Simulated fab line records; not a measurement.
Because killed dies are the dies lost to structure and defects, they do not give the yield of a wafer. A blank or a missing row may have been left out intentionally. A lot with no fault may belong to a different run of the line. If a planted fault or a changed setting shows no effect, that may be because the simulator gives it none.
A struck lot beside a sound one + flow n5Finfet + 15 steps out of a route of 1938
Sound: wafers L165.1, L165.2, L165.6. Struck: wafer L169.6 (L169.2, L169.3, from the same lot, were not struck and are left out); the cause is given at the end.
Order at every step that has rows: each side's tool, ch and its chambers, its first start. Under that, the readings that differ: sound wafers + struck wafers + difference of the means + sigmas: that difference in standard deviations of wafers without a fault.
alike: same words and numbers on both sides, and readings whose means sit less than 2 such deviations apart. not compared: any withheld reading, any reading some wafer has no value for, any bound like >300 that may hide the same value, and any number with overlapping values for which the record gives no deviation.
The two part at a step that has a row with sigmas, a row that says differs or no value, or rows on one side only. When numbers do not overlap yet have no deviation, they are printed without sigmas and do not part them. A reading missing from all wafers of one side parts the sides only when that side holds two or more wafers.

first, 8 steps without rows for these wafers: N5_HKMG_FIN_COAT_29 (time 60 s, resist thk 300 nm); N5_HKMG_FIN_COAT_30 (time 60 s, resist thk 35 nm); N5_HKMG_FIN_COAT_06 (resist thk 90 nm); N5_HKMG_FIN_EBR_08; N5_HKMG_FIN_SOFTBAKE_07 (time 60 s); N5_HKMG_FIN_EXPOSE_09 (exposes mask NWFM); N5_HKMG_FIN_PEB_10 (peb time 60 s); N5_HKMG_FIN_DEVELOP_11 (develop time 30 s).
N5_HKMG_FIN_CD_MEAS_12 targets a cd of 92.8 nm.
  sound on cdSem-02 ch 0, day 4 15:38; struck on cdSem-03 ch 0, day 5 16:07
  alike: cdNm
N5_HKMG_FIN_OVL_MEAS_13:
  sound on overlay-02 ch 0, day 4 15:40; struck on overlay-01 ch 0, day 5 16:08
  alike: NWFM_OVL
N5_HKMG_FIN_INSPECT_14: inspects for defects (macro).
  sound on defectInspect-02 at day 4 15:41; struck on defectInspect-01 at day 5 16:10
  alike: rawDefectCount
N5_HKMG_FIN_DESCUM_17: chemistry O2, time 7.9 s.
  sound on rieDiel-05 ch 0,3, day 4 15:43; struck on rieDiel-05 ch 3, day 5 16:32
  alike: chamberPressureMTorr, drypumpMotorCurrentA, oesProductAu, rfVppV, showerheadPlenumPTorr, throttleValvePct
  not compared: rfHoursCounterH
N5_HKMG_FIN_ETCH_31: etches SiARC in CF4, target depth 45.5 nm, time 75.8 s.
  sound on rieDiel-05 ch 0,3, day 4 15:46; struck on rieDiel-05 ch 3, day 5 16:34
| reading                      | sound                | struck | difference | sigmas |
|------------------------------|----------------------|--------|------------|--------|
| cf4FlowSccm (sccm)           | 100.17 100.04 100.13 | 99.32  | -0.79      | -3     |
| chamberPressureMTorr (mTorr) | 40.06 40.03 40.05    | 39.97  | -0.08      | -2     |
| etchRfOnTimeS (s)            | 77.8 75.8 77.9       | 106.6  | +29.4      | +18    |
| oesProductAu (a.u.)          | 0.71 0.62 0.72       | 0.52   | -0.16      | -2     |
  alike: drypumpMotorCurrentA, rfVppV, showerheadPlenumPTorr, throttleValvePct
  not compared: rfHoursCounterH
N5_HKMG_FIN_ETCH_32: etches SOC in N2/H2, target depth 240 nm, time 300 s.
  sound on rieDiel-05 ch 0,3, day 4 15:49; struck on rieDiel-05 ch 3, day 5 16:37
  alike: chamberPressureMTorr, drypumpMotorCurrentA, oesProductAu, rfVppV, showerheadPlenumPTorr, throttleValvePct
  not compared: rfHoursCounterH
-- here the record skips 4 days between the struck wafers' starts before and after, leaving off in module HKMG_FIN and picking up in module BEOL_M4 (first step shown: number 1111 of the route) --
N5_BEOL_M4_RC_MEAS_101:
  sound on prober-01 ch 0, day 8 12:35; struck on prober-02 ch 0, day 9 20:25
| reading       | sound       | struck | difference | sigmas |
|---------------|-------------|--------|------------|--------|
| ION_P (uA/um) | 455 451 450 | 469    | +17        | +2     |
  alike: DIBL_N, DIBL_P, IOFF_N, IOFF_P, ION_N, SS_N, SS_P, VT_N, VT_P

WHERE THEY PART
At N5_HKMG_FIN_ETCH_31 first; at N5_BEOL_M4_RC_MEAS_101 last (within this record only).

WHY: what had been put in by the simulator
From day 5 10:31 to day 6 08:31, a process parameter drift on rieDiel-05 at N5_HKMG_FIN_ETCH_31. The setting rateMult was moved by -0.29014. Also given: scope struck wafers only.
